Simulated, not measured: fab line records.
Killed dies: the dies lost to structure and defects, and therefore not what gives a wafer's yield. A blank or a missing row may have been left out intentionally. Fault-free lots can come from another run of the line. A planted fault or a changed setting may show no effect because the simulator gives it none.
A single fault, viewed from 2 desks | flow n5-finfet | each desk has only its own numbers; what lay behind them comes last

METROLOGY DESK
Lot by lot, what the gauges showed, no matter which tool ran the lot: averages of those sampled wafers that carry a number. Marked OUT: a lot whose mean sits more than 4 standard deviations from the usual mean, which makes it out of limits; the brackets give that distance.
Columns: A = V6_OVL at N5_BEOL_M7_OVL_MEAS_29, usual -0.2 nm
lot  | first seen here | A
L680 | day 9 13:10     | -0.0
L681 | day 9 20:21     | -0.7
L682 | day 10 02:02    | -0.6
L684 | day 10 14:53    | -0.5
L685 | day 10 21:10    | 0.4
L686 | day 11 01:53    | -0.2
L688 | day 11 18:25    | -0.2
L690 | day 12 03:29    | 0.3
L697 | day 13 15:46    | -0.4
L700 | day 13 23:11    | -0.7
L698 | day 14 02:23    | 0.0
L702 | day 14 19:27    | -0.5
This desk's finding: nothing out of limits on any of the 12 lots.

TOOL OWNER'S DESK, cvd-co-01
The tool's own readings at N5_BEOL_M7_CVD_78 (deposits Co from CCTBA/H2, target thk 2 nm, time 142.3 s): means of the sampled wafers that have a number, for each lot that ran on this tool. Marked OUT: a lot whose mean sits more than 4 standard deviations from the usual mean, which makes it out of limits; the brackets give that distance.
Columns: A = run-length-s at N5_BEOL_M7_CVD_78, usual 165.0 s
lot  | first seen here | A
L681 | day 9 23:19     | 165.1
L684 | day 10 16:56    | 164.9
L688 | day 11 19:56    | 165.2
L697 | day 13 17:17    | 180.4 (+32) OUT
L698 | day 14 05:34    | 196.5 (+66) OUT
Finding of this desk: L697, L698 out of limits; the first was L697 at day 13 17:17, on run-length-s at N5_BEOL_M7_CVD_78. L681, L684, L688 stayed within limits.

BROUGHT TOGETHER
The tool owner's desk could have raised an alarm at day 13 17:17, on L697, L698.
At the metrology desk, nothing out of limits was observed.
The metrology desk has L697, L698 on record, within its limits.
Of the lots named, all ran N5_BEOL_M7_CVD_78 on cvd-co-01.

WHAT HAD BEEN PUT IN BY THE SIMULATOR
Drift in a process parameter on cvd-co-01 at N5_BEOL_M7_CVD_78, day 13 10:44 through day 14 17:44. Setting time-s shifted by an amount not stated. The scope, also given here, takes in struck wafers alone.
Shown lots that were struck: L697, L698.
Time in hours from fault onset to the first out-of-limits reading at each desk: the tool owner's desk, 7.
